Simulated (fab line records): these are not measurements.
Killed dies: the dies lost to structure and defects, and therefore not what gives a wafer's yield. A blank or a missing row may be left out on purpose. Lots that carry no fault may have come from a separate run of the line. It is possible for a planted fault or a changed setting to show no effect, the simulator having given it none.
Chamber matching -- flow n5 finfet -- cmp-04 running N5_PMOS_HMC_CHANNEL_EPI_CMP_21: 4 sister chambers
The step polishes SiGe30, target thk 54 nm. 8 wafers are shown with their chamber, then 6 later ones without.

WAFERS WITH THEIR CHAMBER
wafer,chamber,motor current A (A),pad life wafers
L079.3,2,9.8,1971
L083.3,3,9.5,80
L085.4,1,13.4,163
L087.3,0,8.9,254
L091.2,2,10.8,429
L091.3,0,9.1,427
L092.3,3,9.1,495
L094.1,1,13.0,613

WAFERS WITH NO CHAMBER GIVEN
wafer,motor current A (A),pad life wafers
L094.2,10.2,614
L094.4,9.7,615
L095.2,8.9,661
L095.4,10.8,663
L096.2,9.7,703
L096.3,10.8,702

WHICH CHAMBER EACH WENT THROUGH
wafer,from the rows above,in truth
L094.2,can't be placed: 2 or 3 or 0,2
L094.4,can't be placed: 3 or 0 or 2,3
L095.2,can't be placed: 0 or 3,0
L095.4,2,2
L096.2,can't be placed: 3 or 2 or 0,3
L096.3,2,2
2 of 6 placed correctly. These rows do not allow placing 4 (true chamber among the candidates in 4). Number placed wrongly: 0.
How it was worked out, from the rows above alone: a wafer's distance from a chamber is the root of the sum, over the readings, of the square of ((its reading less the chamber's mean) divided by the reading's scatter). If the next closest chamber is less than 2 further off than the closest, the wafer can't be placed; otherwise it belongs to the closest. A chamber's mean is the mean of its shown wafers. The scatter: take each reading less its chamber's mean, square it, sum over the shown wafers, divide by the number of wafers less the number of chambers, and take the root.
